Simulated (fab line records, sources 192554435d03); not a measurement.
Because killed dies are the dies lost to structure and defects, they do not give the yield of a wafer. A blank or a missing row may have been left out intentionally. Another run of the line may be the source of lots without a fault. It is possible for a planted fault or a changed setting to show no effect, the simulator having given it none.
Which tool did it? ; flow n5Finfet ; Sampling: 22 lots, 66 wafers, 6 of 1938 route steps

WHAT EACH GAUGE READ, for each wafer
N5_FIN_SAQP_CD_MEAS_27: target cd 20 nm. Usual: 20.28 nm for cdNm, sd 0.23.
lot;measured;on;cdNm (nm);flag
L074;day 2 02:07;cdSem-03;20.14 20.21 20.42;
L076;day 2 13:25;cdSem-02;19.99 20.31 20.55;
L077;day 2 20:58;cdSem-02;20.75 20.12 20.33;
L078;day 3 00:28;cdSem-03;20.36 20.36 20.25;
L079;day 3 07:16;cdSem-03;20.28 20.03 20.31;
L080;day 3 13:49;cdSem-03;20.31 19.93 20.39;
L081;day 3 18:48;cdSem-03;20.17 20.45 19.96;
L082;day 4 00:16;cdSem-02;20.05 20.23 19.91;
L083;day 4 07:07;cdSem-01;20.35 20.35 20.30;
L084;day 4 11:57;cdSem-02;20.44 20.73 20.87;
L085;day 4 18:55;cdSem-02;20.44 20.46 20.07;
L086;day 5 02:04;cdSem-03;20.30 20.38 20.15;
L087;day 5 06:14;cdSem-03;20.47 20.08 20.26;
L088;day 5 13:29;cdSem-01;20.16 20.45 20.21;
L089;day 5 19:17;cdSem-02;20.29 20.56 20.11;
L090;day 6 00:01;cdSem-03;20.46 20.61 20.69;
L091;day 6 06:39;cdSem-01;20.58 20.32 20.32;
L092;day 6 12:11;cdSem-01;20.09 20.30 20.21;
L093;day 6 18:13;cdSem-01;20.30 20.10 20.60;
L094;day 7 00:05;cdSem-03;20.14 20.09 20.07;
L095;day 7 06:38;cdSem-01;20.44 20.51 19.95;
L096;day 7 12:40;cdSem-02;20.25 20.46 20.27;

N5_FIN_SAQP_CD_MEAS_37: target cd 8 nm. Usual: 8.1 nm for cdNm, sd 0.31.
lot;measured;on;cdNm (nm);flag
L074;day 2 04:16;cdSem-02;8.2 8.4 7.9;
L076;day 2 15:34;cdSem-03;8.2 8.1 8.4;
L077;day 2 23:23;cdSem-02;8.5 8.4 7.6;
L078;day 3 02:46;cdSem-02;7.7 8.3 7.9;
L079;day 3 09:16;cdSem-02;7.5 8.5 7.7;
L080;day 3 16:08;cdSem-01;8.2 8.0 7.3;
L081;day 3 20:52;cdSem-02;8.3 7.9 8.2;
L082;day 4 02:16;cdSem-01;7.9 8.1 8.3;
L083;day 4 09:11;cdSem-01;7.7 8.0 8.2;
L084;day 4 13:56;cdSem-01;8.5 8.2 8.1;
L085;day 4 21:37;cdSem-03;8.3 8.0 8.2;
L086;day 5 04:20;cdSem-03;7.8 7.9 8.7;
L087;day 5 08:17;cdSem-01;8.1 7.9 7.8;
L088;day 5 16:19;cdSem-03;8.1 8.0 8.9;
L089;day 5 21:38;cdSem-01;8.2 8.3 8.1;
L090;day 6 02:01;cdSem-03;8.1 7.9 7.9;
L091;day 6 08:55;cdSem-02;8.2 7.8 8.1;
L092;day 6 14:58;cdSem-02;7.5 8.2 8.7;
L093;day 6 20:28;cdSem-02;8.3 8.1 8.2;
L094;day 7 02:40;cdSem-03;8.1 7.9 8.4;
L095;day 7 08:38;cdSem-03;7.8 8.8 8.4;
L096;day 7 15:09;cdSem-02;8.8 8.3 7.6;

EACH LOT AND THE TOOL THAT RAN IT (in order: tool; ch and the chambers of the sampled wafers; start)
lot;N5_WELL_APT_EPI_41;N5_FIN_SAQP_ETCH_51;N5_FIN_SAQP_ETCH_52;N5_FIN_SAQP_HM_OPEN_73
L074;epiRpcvd-02 ch 0, day 1 16:45;rieDiel-01 ch 0,1,2, day 2 00:02;rieDiel-01 ch 0,1,2, day 2 00:05;rieDiel-01 ch 0,1,2, day 2 00:12
L076;epiRpcvd-04 ch 0, day 2 05:17;rieDiel-01 ch 0,1,2, day 2 11:26;rieDiel-01 ch 0,1,2, day 2 11:30;rieDiel-01 ch 0,1,2, day 2 11:37
L077;epiRpcvd-02 ch 0, day 2 11:36;rieDiel-01 ch 0,1,3, day 2 18:19;rieDiel-01 ch 0,1,3, day 2 18:22;rieDiel-01 ch 0,1,3, day 2 18:29
L078;epiRpcvd-04 ch 0, day 2 16:42;rieDiel-01 ch 1,3, day 2 22:28;rieDiel-01 ch 1,3, day 2 22:32;rieDiel-01 ch 1,3, day 2 22:38
L079;epiRpcvd-02 ch 0, day 2 22:41;rieDiel-03 ch 0,2,3, day 3 04:41;rieDiel-03 ch 0,2,3, day 3 04:44;rieDiel-03 ch 0,2,3, day 3 04:51
L080;epiRpcvd-03 ch 0, day 3 05:12;rieDiel-01 ch 0,1,2, day 3 11:39;rieDiel-01 ch 0,1,2, day 3 11:42;rieDiel-01 ch 0,1,2, day 3 11:49
L081;epiRpcvd-02 ch 0, day 3 10:17;rieDiel-04 ch 1,3, day 3 16:26;rieDiel-04 ch 1,3, day 3 16:29;rieDiel-04 ch 1,3, day 3 16:35
L082;epiRpcvd-03 ch 0, day 3 16:26;rieDiel-03 ch 0,2, day 3 22:18;rieDiel-03 ch 0,2, day 3 22:22;rieDiel-03 ch 0,2, day 3 22:28
L083;epiRpcvd-02 ch 0, day 3 22:05;rieDiel-03 ch 0,1, day 4 04:50;rieDiel-03 ch 0,1, day 4 04:53;rieDiel-03 ch 0,1, day 4 05:00
L084;epiRpcvd-03 ch 0, day 4 04:17;rieDiel-03 ch 0,1,2, day 4 09:32;rieDiel-03 ch 0,1,2, day 4 09:35;rieDiel-03 ch 0,1,2, day 4 09:42
L085;epiRpcvd-02 ch 0, day 4 10:01;rieDiel-03 ch 1,2,3, day 4 16:41;rieDiel-03 ch 1,2,3, day 4 16:44;rieDiel-03 ch 1,2,3, day 4 16:50
L086;epiRpcvd-04 ch 0, day 4 16:05;rieDiel-04 ch 0,1,2, day 4 23:03;rieDiel-04 ch 0,1,2, day 4 23:07;rieDiel-04 ch 0,1,2, day 4 23:13
L087;epiRpcvd-03 ch 0, day 4 22:22;rieDiel-04 ch 1,2,3, day 5 04:16;rieDiel-04 ch 1,2,3, day 5 04:20;rieDiel-04 ch 1,2,3, day 5 04:26
L088;epiRpcvd-02 ch 0, day 5 03:53;rieDiel-01 ch 0,1,3, day 5 11:24;rieDiel-01 ch 0,1,3, day 5 11:28;rieDiel-01 ch 0,1,3, day 5 11:34
L089;epiRpcvd-03 ch 0, day 5 11:05;rieDiel-04 ch 0,2,3, day 5 16:59;rieDiel-04 ch 0,2,3, day 5 17:02;rieDiel-04 ch 0,2,3, day 5 17:08
L090;epiRpcvd-03 ch 0, day 5 16:31;rieDiel-04 ch 0,1,2, day 5 22:01;rieDiel-04 ch 0,1,2, day 5 22:04;rieDiel-04 ch 0,1,2, day 5 22:10
L091;epiRpcvd-02 ch 0, day 5 22:29;rieDiel-01 ch 0,3, day 6 04:13;rieDiel-01 ch 0,3, day 6 04:17;rieDiel-01 ch 0,3, day 6 04:23
L092;epiRpcvd-04 ch 0, day 6 03:52;rieDiel-03 ch 0,1,3, day 6 09:46;rieDiel-03 ch 0,1,3, day 6 09:50;rieDiel-03 ch 0,1,3, day 6 09:56
L093;epiRpcvd-02 ch 0, day 6 10:35;rieDiel-04 ch 1,2, day 6 15:58;rieDiel-04 ch 1,2, day 6 16:02;rieDiel-04 ch 1,2, day 6 16:08
L094;epiRpcvd-03 ch 0, day 6 16:01;rieDiel-03 ch 0,1,3, day 6 21:55;rieDiel-03 ch 0,1,3, day 6 21:58;rieDiel-03 ch 0,1,3, day 6 22:05
L095;epiRpcvd-02 ch 0, day 6 22:50;rieDiel-04 ch 1,3, day 7 04:40;rieDiel-04 ch 1,3, day 7 04:44;rieDiel-04 ch 1,3, day 7 04:50
L096;epiRpcvd-03 ch 0, day 7 04:03;rieDiel-03 ch 1,2, day 7 10:11;rieDiel-03 ch 1,2, day 7 10:14;rieDiel-03 ch 1,2, day 7 10:21
- N5_WELL_APT_EPI_41: deposits Si from SiH4/H2, target thk 50 nm, time 297.7 s.
- N5_FIN_SAQP_ETCH_51: etches SiARC in CF4, target depth 45.5 nm, time 75.8 s.
- N5_FIN_SAQP_ETCH_52: etches SOC in N2/H2, target depth 100 nm, overetch 20 nm, time 150 s.
- N5_FIN_SAQP_HM_OPEN_73: chemistry CHF3/O2, target SiO2, stops on a-Si, target depth 12 nm, time 16.8 s.

WHAT THE TOOLS THEMSELVES READ (means of the sampled wafers that have a number; where no wafer has one, the mark that the record gives instead)
N5_WELL_APT_EPI_41. Usual: susceptor_temp_C_max 651.1, standard deviation 0.4; throttleValvePct 11.1 %, standard deviation 0.41.
lot;tool;susceptor_temp_C_max;throttleValvePct (%);flag
L074;epiRpcvd-02;651.0;10.6;
L076;epiRpcvd-04;651.7;11.1;
L077;epiRpcvd-02;651.1;10.6;
L078;epiRpcvd-04;651.7;11.1;
L079;epiRpcvd-02;650.8;10.8;
L080;epiRpcvd-03;651.3;11.5;
L081;epiRpcvd-02;650.7;10.6;
L082;epiRpcvd-03;650.9;11.7;
L083;epiRpcvd-02;650.8;10.7;
L084;epiRpcvd-03;650.7;11.5;
L085;epiRpcvd-02;651.3;10.6;
L086;epiRpcvd-04;651.7;11.2;
L087;epiRpcvd-03;650.9;11.4;
L088;epiRpcvd-02;650.8;10.8;
L089;epiRpcvd-03;651.1;11.7;
L090;epiRpcvd-03;650.4;11.7;
L091;epiRpcvd-02;651.4;10.8;
L092;epiRpcvd-04;651.4;11.2;
L093;epiRpcvd-02;651.1;10.7;
L094;epiRpcvd-03;650.7;11.4;
L095;epiRpcvd-02;650.9;10.7;
L096;epiRpcvd-03;651.1;11.6;

N5_FIN_SAQP_ETCH_51. Usual: chamberPressureMTorr 40.00 mTorr, standard deviation 0.04; drypumpMotorCurrentA 5.6 A, standard deviation 0.46; etchRfOnTimeS 74.8 s, standard deviation 2.4; mfcArSccm 100.0 sccm, standard deviation 0.3; oesProductAu 0.69 a.u., standard deviation 0.079; rfVppV 184.5 V, standard deviation 1.3; showerheadPlenumPTorr 2.17 Torr, standard deviation 0.096; throttleValvePct 15.62 %, standard deviation 0.27.
lot;tool;chamberPressureMTorr (mTorr);drypumpMotorCurrentA (A);etchRfOnTimeS (s);mfcArSccm (sccm);oesProductAu (a.u.);rfVppV (V);showerheadPlenumPTorr (Torr);throttleValvePct (%);flag
L074;rieDiel-01;39.99;5.8;76.3;100.1;0.69;183.4;2.10;15.60;
L076;rieDiel-01;39.97;5.8;75.6;99.8;0.68;182.9;2.10;15.60;
L077;rieDiel-01;40.03;6.0;75.4;99.9;0.70;184.8;2.16;15.43;
L078;rieDiel-01;40.03;5.7;75.3;100.1;0.66;185.4;2.17;15.54;
L079;rieDiel-03;40.00;6.0;76.8;100.0;0.65;184.7;2.18;15.79;
L080;rieDiel-01;40.02;5.8;76.3;99.9;0.66;183.8;2.10;15.62;
L081;rieDiel-04;39.98;5.4;73.7;100.0;0.62;183.6;2.07;15.73;
L082;rieDiel-03;40.01;6.1;74.5;99.9;0.69;184.7;2.12;15.61;
L083;rieDiel-03;40.00;5.9;75.7;99.9;0.70;185.3;2.25;15.66;
L084;rieDiel-03;39.97;5.8;74.3;99.8;0.72;184.3;2.20;15.57;
L085;rieDiel-03;39.99;5.6;73.3;100.1;0.71;184.1;2.20;15.67;
L086;rieDiel-04;40.03;5.5;73.9;99.9;0.80;185.2;2.22;15.42;
L087;rieDiel-04;40.02;5.3;74.1;99.9;0.73;184.5;2.14;15.46;
L088;rieDiel-01;40.00;6.0;75.2;100.2;0.67;184.3;2.15;15.49;
L089;rieDiel-04;39.99;5.2;73.7;100.1;0.72;185.4;2.21;15.57;
L090;rieDiel-04;40.00;5.5;74.8;99.8;0.77;184.7;2.22;15.44;
L091;rieDiel-01;39.98;6.2;74.4;100.0;0.71;185.5;2.20;15.44;
L092;rieDiel-03;40.01;5.7;75.2;100.0;0.67;185.3;2.25;15.80;
L093;rieDiel-04;40.01;5.3;73.0;99.9;0.76;184.7;2.21;15.37;
L094;rieDiel-03;40.00;5.7;75.4;100.2;0.66;184.9;2.25;15.81;
L095;rieDiel-04;39.99;5.6;74.4;100.0;0.72;182.8;2.08;15.49;
L096;rieDiel-03;39.98;5.5;72.0;99.6;0.74;185.1;2.21;15.46;

N5_FIN_SAQP_ETCH_52. Usual: chamberPressureMTorr 29.999 mTorr, standard deviation 0.028; drypumpMotorCurrentA 5.6 A, standard deviation 0.47; oesProductAu 0.72 a.u., standard deviation 0.075; rfVppV 525 V, standard deviation 3.3; showerheadPlenumPTorr 2.57 Torr, standard deviation 0.11; throttleValvePct 17.8 %, standard deviation 0.32.
lot;tool;chamberPressureMTorr (mTorr);drypumpMotorCurrentA (A);oesProductAu (a.u.);rfVppV (V);showerheadPlenumPTorr (Torr);throttleValvePct (%);flag
L074;rieDiel-01;30.008;5.7;0.72;521;2.50;17.9;
L076;rieDiel-01;29.997;5.8;0.71;523;2.50;17.9;
L077;rieDiel-01;30.014;6.0;0.72;525;2.59;17.8;
L078;rieDiel-01;29.995;5.7;0.68;525;2.62;18.0;
L079;rieDiel-03;29.990;6.0;0.69;525;2.58;18.0;
L080;rieDiel-01;29.982;5.8;0.70;522;2.49;17.9;
L081;rieDiel-04;30.003;5.3;0.65;521;2.47;18.0;
L082;rieDiel-03;30.024;6.1;0.71;523;2.52;17.8;
L083;rieDiel-03;30.005;5.9;0.73;527;2.68;17.9;
L084;rieDiel-03;30.013;5.8;0.74;526;2.60;17.7;
L085;rieDiel-03;30.013;5.6;0.73;525;2.59;17.7;
L086;rieDiel-04;30.016;5.5;0.82;526;2.63;17.6;
L087;rieDiel-04;30.017;5.3;0.76;525;2.54;17.7;
L088;rieDiel-01;29.997;6.0;0.70;524;2.58;17.9;
L089;rieDiel-04;29.988;5.2;0.73;526;2.61;17.8;
L090;rieDiel-04;29.979;5.5;0.80;526;2.63;17.7;
L091;rieDiel-01;29.982;6.2;0.73;526;2.63;17.8;
L092;rieDiel-03;30.019;5.7;0.70;528;2.65;17.9;
L093;rieDiel-04;29.998;5.4;0.77;526;2.61;17.6;
L094;rieDiel-03;29.981;5.7;0.69;527;2.65;17.9;
L095;rieDiel-04;30.018;5.5;0.76;522;2.47;17.8;
L096;rieDiel-03;29.999;5.5;0.76;526;2.60;17.4;

N5_FIN_SAQP_HM_OPEN_73. Usual: chamberPressureMTorr 30.000 mTorr, standard deviation 0.027; drypumpMotorCurrentA 5.6 A, standard deviation 0.47; mfcArSccm 200.0 sccm, standard deviation 0.57; oesProductAu 0.48 a.u., standard deviation 0.051; rfVppV 528 V, standard deviation 15; showerheadPlenumPTorr 2.44 Torr, standard deviation 0.11; throttleValvePct 18.84 %, standard deviation 0.22.
lot;tool;chamberPressureMTorr (mTorr);drypumpMotorCurrentA (A);mfcArSccm (sccm);oesProductAu (a.u.);rfVppV (V);showerheadPlenumPTorr (Torr);throttleValvePct (%);flag
L074;rieDiel-01;29.973;5.8;200.5;0.48;519;2.37;18.81;
L076;rieDiel-01;30.004;5.8;200.1;0.47;520;2.36;18.82;
L077;rieDiel-01;30.009;6.0;200.0;0.49;535;2.44;18.68;
L078;rieDiel-01;30.013;5.7;200.3;0.46;545;2.44;18.75;
L079;rieDiel-03;29.997;6.0;200.1;0.46;535;2.45;18.97;
L080;rieDiel-01;29.989;5.7;199.8;0.47;520;2.36;18.83;
L081;rieDiel-04;30.002;5.3;199.4;0.43;511;2.34;18.96;
L082;rieDiel-03;29.998;6.1;200.0;0.47;527;2.39;18.82;
L083;rieDiel-03;29.979;5.9;199.8;0.49;532;2.53;18.86;
L084;rieDiel-03;30.029;5.8;200.0;0.50;531;2.47;18.75;
L085;rieDiel-03;29.991;5.6;200.0;0.49;539;2.47;18.81;
L086;rieDiel-04;30.002;5.5;199.9;0.55;522;2.51;18.71;
L087;rieDiel-04;30.006;5.3;200.5;0.51;519;2.42;18.75;
L088;rieDiel-01;29.995;6.0;200.6;0.48;534;2.43;18.73;
L089;rieDiel-04;29.996;5.2;200.4;0.49;525;2.48;18.79;
L090;rieDiel-04;30.002;5.5;200.0;0.54;522;2.50;18.72;
L091;rieDiel-01;30.002;6.2;199.9;0.49;538;2.49;18.72;
L092;rieDiel-03;30.000;5.7;199.7;0.47;540;2.52;18.96;
L093;rieDiel-04;29.993;5.3;200.2;0.52;527;2.50;18.66;
L094;rieDiel-03;30.035;5.6;199.4;0.46;540;2.52;18.96;
L095;rieDiel-04;29.989;5.6;199.7;0.51;507;2.35;18.81;
L096;rieDiel-03;29.997;5.5;199.8;0.50;537;2.48;18.62;

THE ANSWER, worked out from the rows above alone
Rule: a lot counts as off when the mean over its wafers that have a number is more than 3 standard deviations away from the usual mean. Also off: a lot with no number at a reading for which 4 or more lots have one. Where the step has rows for the other lots, those lots are counted as sound. Order of review: gauges by route order, followed by the tools' own readings, for which a lot's mean as printed above is used. At the first step where some lot is off, the reading lying furthest off is the one used; lots without a number count as furthest.
None of the lots is off at any reading shown; this tells nothing.

WHAT HAD BEEN PUT IN BY THE SIMULATOR
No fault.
